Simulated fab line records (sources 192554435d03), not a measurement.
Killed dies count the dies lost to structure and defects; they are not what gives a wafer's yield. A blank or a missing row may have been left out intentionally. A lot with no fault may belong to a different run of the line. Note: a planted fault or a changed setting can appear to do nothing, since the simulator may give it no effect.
Split-lot experiment ; flow n5 finfet ; 21 wafers read from 7 lots, route of 1938 steps

## SPLIT DETAILS
At N5_BEOL_M14_EXPOSE_25 (exposes mask M14, target cd 280 nm), the setting dose mj was moved away from the recipe's 26.6 on 5 of the 21 wafers read, by -4.3% to +3.3%. This setting was run at the recipe's value on the other wafers.

## FROM THE SPLIT TO THE READING: what the file shows between them, 2 steps
- N5_BEOL_M14_DEVELOP_27: develop time 45 s (also split here: develop time s)
- N5_BEOL_M14_HARDBAKE_32: time 120 s

## THE READING
Shown in nm: cd nm at N5_BEOL_M14_CD_MEAS_28, with target cd 284.4 nm. Fault-free wafers of this fab line usually give 284.6 nm, standard deviation 1.6 nm.

wafer;tool, chamber at the split;dose mj as run;against the recipe;cd nm, nm;against lot-mates on the recipe
L074.3;krf scanner-01, 0;26.6;recipe;282.7;-
L074.4;krf scanner-01, 0;26.6;recipe;282.9;-
L074.6;krf scanner-01, 0;26.6;recipe;283.2;-
L076.2;krf scanner-01, 0;26.6;recipe;285.0;-
L076.3;krf scanner-01, 0;25.56;-3.9%;276.6;-8.4
L076.6;krf scanner-01, 0;25.56;-3.9%;276.0;-9.0
L077.2;krf scanner-02, 0;27.49;+3.3%;288.8;+3.3
L077.3;krf scanner-02, 0;27.49;+3.3%;289.3;+3.8
L077.4;krf scanner-02, 0;26.6;recipe;285.5;-
L078.1;krf scanner-02, 0;26.6;recipe;281.8;-
L078.2;krf scanner-02, 0;26.6;recipe;284.9;-
L078.5;krf scanner-02, 0;26.6;recipe;283.2;-
L079.1;krf scanner-02, 0;26.6;recipe;284.3;-
L079.3;krf scanner-02, 0;26.6;recipe;282.3;-
L079.5;krf scanner-02, 0;26.6;recipe;283.0;-
L096.1;krf scanner-02, 0;26.6;recipe;285.5;-
L096.3;krf scanner-02, 0;26.6;recipe;286.2;-
L096.6;krf scanner-02, 0;25.46;-4.3%;276.5;-9.4
L097.1;krf scanner-01, 0;26.6;recipe;284.9;-
L097.2;krf scanner-01, 0;26.6;recipe;286.0;-
L097.6;krf scanner-01, 0;26.6;recipe;282.5;-

THE FIT
A straight line over all 21 wafers: cd nm changes by +1.76 nm for each +1% of dose mj; r = +0.93; the points scatter about the line by 1.3 nm.
The same after taking each lot's own level away (the mean of its wafers on the recipe; 21 wafers): +1.81 nm for each +1%; r = +0.94; scatter 1.3 nm.
The reading moves by 7.8 nm for the largest change in dose mj, on that fit.
Measured against the standard deviation above, the lots' own levels, which go from 282.93 to 285.85 nm, span 1.8 times it.
The two slopes are in agreement: the lot-to-lot level therefore moves the slope only a little.
Check: with one of the wafers moved furthest among these (-4.3%) left out of the fit, the line predicts -7.81 nm for it against its lot-mates. Against them it came out at -9.35 nm.

## THE OTHER SPLITS THESE WAFERS WENT THROUGH
These wafers also went through other splits before the reading. Each is held against what the fit with the lots' levels taken away leaves over:
other split on the same wafers;wafers away from the commonest value;r with cd nm (lot level and that fit taken away)
N5_BEOL_M12_COAT_04 spin rpm;8;+0.51
N5_BEOL_M12_CMP_49 down force psi;5;+0.08
N5_BEOL_M13_EXPOSE_07 dose mj;4;+0.11
N5_BEOL_M14_DEVELOP_27 develop time s;10;+0.05

## THE WHOLE CHAIN: every reading that the file lists as answering this split, in the file's order
step;what it does;reading;change (the file's fit);r (the file's)
N5_BEOL_M14_CD_MEAS_28;target cd 284.4 nm;cd nm;+1.92 nm for each +1% of the setting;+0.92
N5_BEOL_M14_DESCUM_33;chemistry O2, time 7.9 s;BEOL_M14.cd nm (the simulator's own value, which no gauge read);+1.92 nm for each +1% of the setting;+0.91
N5_BEOL_M14_ETCH_67;etches SiARC in CF4, target depth 143 nm, time 238.3 s;BEOL_M14.cd nm (the simulator's own value, which no gauge read);+2.03 nm for each +1% of the setting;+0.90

## FILE'S OWN FIT
cd nm changes by +1.92 nm for each +1% of dose mj, r = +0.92.
